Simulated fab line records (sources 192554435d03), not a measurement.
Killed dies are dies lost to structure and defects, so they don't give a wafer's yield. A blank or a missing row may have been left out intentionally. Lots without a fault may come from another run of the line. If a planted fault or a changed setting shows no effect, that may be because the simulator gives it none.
Matching of chambers :: flow n5-finfet :: 4 sister chambers for N5_HKMG_FIN_STRIP_90 on rie-diel-04
The step strips SOC in N2/H2, time 20 s. 4 wafers are shown with their chamber, then 8 later ones without.

== WAFERS PAIRED WITH THEIR CHAMBERS ==
wafer: L082.3
chamber: 1
showerhead-plenum-p-Torr (Torr): 3.47

wafer: L089.3
chamber: 2
showerhead-plenum-p-Torr (Torr): 3.34

wafer: L089.4
chamber: 3
showerhead-plenum-p-Torr (Torr): 3.28

wafer: L090.2
chamber: 0
showerhead-plenum-p-Torr (Torr): 3.58

== WAFERS MISSING THEIR CHAMBER ==
wafer: L090.3
showerhead-plenum-p-Torr (Torr): 3.28

wafer: L090.5
showerhead-plenum-p-Torr (Torr): 3.58

wafer: L091.3
showerhead-plenum-p-Torr (Torr): 3.58

wafer: L091.4
showerhead-plenum-p-Torr (Torr): 3.27

wafer: L091.6
showerhead-plenum-p-Torr (Torr): 3.34

wafer: L093.1
showerhead-plenum-p-Torr (Torr): 3.58

wafer: L093.4
showerhead-plenum-p-Torr (Torr): 3.34

wafer: L093.6
showerhead-plenum-p-Torr (Torr): 3.27

== EACH ONE'S CHAMBER ==
wafer: L090.3
from the rows above: 3
in truth: 3

wafer: L090.5
from the rows above: 0
in truth: 0

wafer: L091.3
from the rows above: 0
in truth: 0

wafer: L091.4
from the rows above: 3
in truth: 3

wafer: L091.6
from the rows above: 2
in truth: 2

wafer: L093.1
from the rows above: 0
in truth: 0

wafer: L093.4
from the rows above: 2
in truth: 2

wafer: L093.6
from the rows above: 3
in truth: 3
Placed correctly: 8 of 8. Left unplaced by these rows: 0. 0 placed wrongly.
How it was worked out, from the rows above alone: a wafer's distance from a chamber is the root of the sum, over the readings, of the square of ((its reading less the chamber's mean) divided by the reading's scatter). If the next closest chamber is less than 2 further off than the closest, the wafer can't be placed; otherwise it belongs to the closest. The mean given for a chamber averages the wafers shown for that chamber. The scatter: with one shown wafer a chamber, the root of the mean of the squares of how far each hidden wafer lies from its nearest shown one.
